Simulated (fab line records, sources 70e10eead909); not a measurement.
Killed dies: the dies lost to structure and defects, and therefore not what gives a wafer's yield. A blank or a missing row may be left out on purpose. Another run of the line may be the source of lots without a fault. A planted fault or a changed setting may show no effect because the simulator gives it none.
The tool behind it: which one?	flow nand_harc	18 wafers sampled from 6 lots at 1 step of a route of 1159

== WHAT THE GAUGES READ, wafer by wafer ==
NHARC_A_CHANNEL_HOLE_D1_OVL_MEAS_11.
lot	measured	on	overlay_x_nm (nm)
L719	day 8 17:50	overlay-01	-0.1 -0.1 0.1
L721	day 9 03:10	overlay-01	-0.1 -0.6 -0.2
L723	day 9 20:33	overlay-01	-0.5 -0.9 -0.9
L725	day 10 04:21	overlay-02	-1.7 -1.2 -1.7
L729	day 11 07:25	overlay-02	0.1 0.3 0.6
L735	day 12 22:22	overlay-02	-1.9 -1.3 -1.3

== EACH LOT AND THE TOOL THAT RAN IT (in order: tool; ch and the chambers of the sampled wafers; start) ==
The record holds no process step before these readings.

== THE ANSWER, worked out from the rows above alone ==
Rule: what is usual is taken from the lots themselves. The widest of any qualifying gaps counts: lots, ordered by their means at a reading, are off when they make up no more than a third of the lots, leave a main group of 4 or more, and stand apart from it by 3 or more times the standard deviation of that group's means. The tables above print the reading to a certain number of digits; a main group whose means all agree to those digits is not used. Also off: a lot with no number at a reading for which 4 or more lots have one. The other lots that the step has rows for count as sound.
None of the lots is off at any reading shown; this tells nothing.

== WHAT WAS PUT IN BY THE SIMULATOR ==
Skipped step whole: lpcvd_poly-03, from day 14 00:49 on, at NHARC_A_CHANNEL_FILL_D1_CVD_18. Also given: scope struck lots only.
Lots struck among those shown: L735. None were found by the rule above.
